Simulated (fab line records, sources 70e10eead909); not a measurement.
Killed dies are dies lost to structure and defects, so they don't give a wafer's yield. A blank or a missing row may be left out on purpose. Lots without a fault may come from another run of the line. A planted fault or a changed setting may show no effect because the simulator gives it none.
A struck lot beside a sound one | flow nand_harc | 41 steps out of a route of 1159
Sound: wafers L853.3, L853.5, L853.6. Struck: wafers L864.2, L864.5. (L864.4 of the same lot was not struck and is left out.) The cause comes at the end.
At each step with rows: each side's tool, then ch and its chambers, then its first start. Under that, the readings that differ: sound wafers | struck wafers | difference of the means | sigmas: that difference in standard deviations of wafers without a fault.
alike: readings whose means differ by less than 2 such deviations, and words and numbers that are the same on both sides. not compared: withheld readings, readings that some wafer has no value for, bounds like >300 that may hide the same value, and numbers for which the record gives no deviation and whose values overlap.
The two part at a step that has a row with sigmas, a row that says differs or no value, or rows on one side only. Numbers that don't overlap but have no deviation are shown without sigmas and don't part them. A reading that every wafer of one side lacks parts them only if that side has two wafers or more.

NHARC_A_M1_INSPECT_11:
  sound on defect_inspect-01, day 19 10:37; struck on defect_inspect-01, day 21 21:58
  alike: raw_defect_count
then, 3 steps without rows for these wafers: NHARC_A_M1_DESCUM_14 (chemistry O2, time 3 s); NHARC_A_M1_ETCH_35 (etches the open film in N2/H2, target depth 40 nm, overetch 12 nm, time 43.94 s); NHARC_A_M1_ETCH_15 (etches the open film in C4F8/Ar, target depth 182.5 nm, time 91.2 s).
NHARC_A_M1_CD_MEAS_16:
  sound on cd_sem-03, day 19 10:59; struck on cd_sem-02, day 21 22:20
  reading    | sound             | struck      | difference | sigmas
  cd_nm (nm) | 119.4 118.5 119.1 | 120.2 120.3 | +1.2       | +2
NHARC_A_M1_STRIP_18: strips in N2/H2.
  sound on rie_diel-01 ch 0,1, day 19 11:06; struck on rie_diel-01 ch 0, day 21 22:26
  alike: drypump_motor_current_A, oes_product_au, power_w, rf_vpp_V, showerhead_plenum_p_Torr, throttle_valve_pct
  not compared: rf_hours_counter_h
then, 5 steps without rows for these wafers: NHARC_A_M1_ETCH_28 (etches the open film in CF4/N2, target depth 30 nm, time 72.99 s); NHARC_A_M1_STRIP_19 (strips in post etch residue remover, time 600 s); NHARC_A_M1_DEGAS_29 (time 60 s); NHARC_A_M1_PRE_CLEAN_30 (time 30 s); NHARC_A_M1_PVD_20 (deposits TaN, target thk 5 nm, time 8.06 s).
NHARC_A_M1_PVD_21: deposits Cu, target thk 30 nm, time 20.49 s.
  sound on pvd_sputter-03; struck on pvd_sputter-01
  alike: throttle_valve_pct
NHARC_A_M1_ECD_22: material Cu, target thk 400 nm.
  sound on ecd_cu-01 ch 0,1, day 19 12:16; struck on ecd_cu-01 ch 0,1, day 21 23:28
NHARC_A_M1_ANNEAL_31: time 90 s.
  sound on rtp_anneal-02 ch 0, day 19 12:38; struck on rtp_anneal-01 ch 0, day 21 23:50
  alike: anneal_temp_c_max, wafer_temp_C_max
then, 1 step without rows for these wafers: NHARC_A_M1_CMP_23 (polishes, t overpolish 20 s, target thk 154.34 nm).
NHARC_A_M1_THK_MEAS_24: measures by xrf.
  sound on film_metro-02, day 19 13:12; struck on film_metro-02, day 22 00:27
  alike: thk_nm
then, 2 steps without rows for these wafers: NHARC_A_M1_SRD_25; NHARC_A_M1_PRE_CLEAN_32 (time 12 s).
NHARC_A_M1_DEP_33: deposits SiCN, target thk 30 nm.
  sound on pecvd-04 ch 1,2, day 19 13:30; struck on pecvd-04 ch 1,2, day 22 00:50
  alike: heater_power_w
then, 2 steps without rows for these wafers: NHARC_A_BONDPAD_DEP_00 (deposits SiCN, target thk 250 nm); NHARC_A_BONDPAD_CMP_29 (polishes SiCN, target thk 200 nm).
NHARC_A_BONDPAD_THK_MEAS_30: measures by ellipsometry.
  sound on film_metro-01, day 19 14:43; struck on film_metro-01, day 22 02:01
  alike: thk_nm
then, 10 steps without rows for these wafers: NHARC_A_BONDPAD_SRD_31; NHARC_A_BONDPAD_DEHYDRATE_01 (time 120 s); NHARC_A_BONDPAD_HMDS_02 (time 30 s); NHARC_A_BONDPAD_COAT_33 (time 65 s); NHARC_A_BONDPAD_COAT_03 (resist thk 600 nm); NHARC_A_BONDPAD_SOFTBAKE_04 (time 70 s); NHARC_A_BONDPAD_EBR_05; NHARC_A_BONDPAD_EXPOSE_06 (exposes mask A BPAD); NHARC_A_BONDPAD_PEB_07 (peb time 80 s); NHARC_A_BONDPAD_DEVELOP_08 (time 50 s).
NHARC_A_BONDPAD_CD_MEAS_09: target cd 500 nm.
  sound on cd_sem-02 ch 0, day 19 15:10; struck on cd_sem-02 ch 0, day 22 02:35
  alike: cd_nm
NHARC_A_BONDPAD_OVL_MEAS_35:
  sound on overlay-02, day 19 15:14; struck on overlay-02, day 22 02:40
  reading           | sound    | struck | difference | sigmas
  overlay_x_nm (nm) | 11 10 10 | -7 -7  | -17        | -3
  alike: overlay_y_nm
then, 4 steps without rows for these wafers: NHARC_A_BONDPAD_HARDBAKE_10 (time 65 s); NHARC_A_BONDPAD_DESCUM_11 (chemistry O2, time 3 s); NHARC_A_BONDPAD_ETCH_34 (etches the open film in N2/H2, target depth 60 nm, overetch 18 nm, time 65.91 s); NHARC_A_BONDPAD_ETCH_12 (etches the open film in CHF3/O2, target depth 220 nm, time 110 s).
NHARC_A_BONDPAD_CD_MEAS_13:
  sound on cd_sem-01, day 19 15:41; struck on cd_sem-03, day 22 03:07
  alike: cd_nm
NHARC_A_BONDPAD_STRIP_15: strips in O2.
  sound on rie_diel-03 ch 1,2, day 19 15:46; struck on rie_diel-03 ch 3, day 22 03:11
  alike: drypump_motor_current_A, oes_product_au, rf_vpp_V, showerhead_plenum_p_Torr, throttle_valve_pct
  not compared: rf_hours_counter_h
NHARC_END_SORT_01:
  sound on prober-02 ch 0, day 21 05:02; struck on prober-01 ch 0, day 23 12:37
  reading                  | sound          | struck    | difference | sigmas
  defect_limited_yield (%) | 96.2 96.8 95.6 | 54.2 53.2 | -42.5      | -33
  killed_at_array          | 22 19 28       | 300 312   | +283       | +35
  killed_dies              | 26 22 30       | 310 317   | +288       | +33
  killed_short             | 0 1 0          | 3 4       | +3         | +2
  sort_bin_2_pct (%)       | 1.2 0.6 1.6    | 17.1 16.5 | +15.7      | +28
  sort_bin_3_pct (%)       | 0 0.15 0.30    | 2.36 3.25 | +2.65      | +13
  sort_bin_4_pct (%)       | 2.7 2.5 2.5    | 26.3 27.0 | +24.1      | +26
  sort_n_pass              | 651 655 647    | 367 360   | -288       | -33
  sort_rim_yield_pct (%)   | 94.3 99.1 94.3 | 50.0 48.1 | -46.8      | -17
  sort_yield_pct (%)       | 96.2 96.8 95.6 | 54.2 53.2 | -42.5      | -33
  alike: killed_at_other, killed_at_periphery, killed_open

WHERE THEY PART
First at NHARC_A_M1_CD_MEAS_16; last, within this record, at NHARC_END_SORT_01.

WHY: what the simulator had put in
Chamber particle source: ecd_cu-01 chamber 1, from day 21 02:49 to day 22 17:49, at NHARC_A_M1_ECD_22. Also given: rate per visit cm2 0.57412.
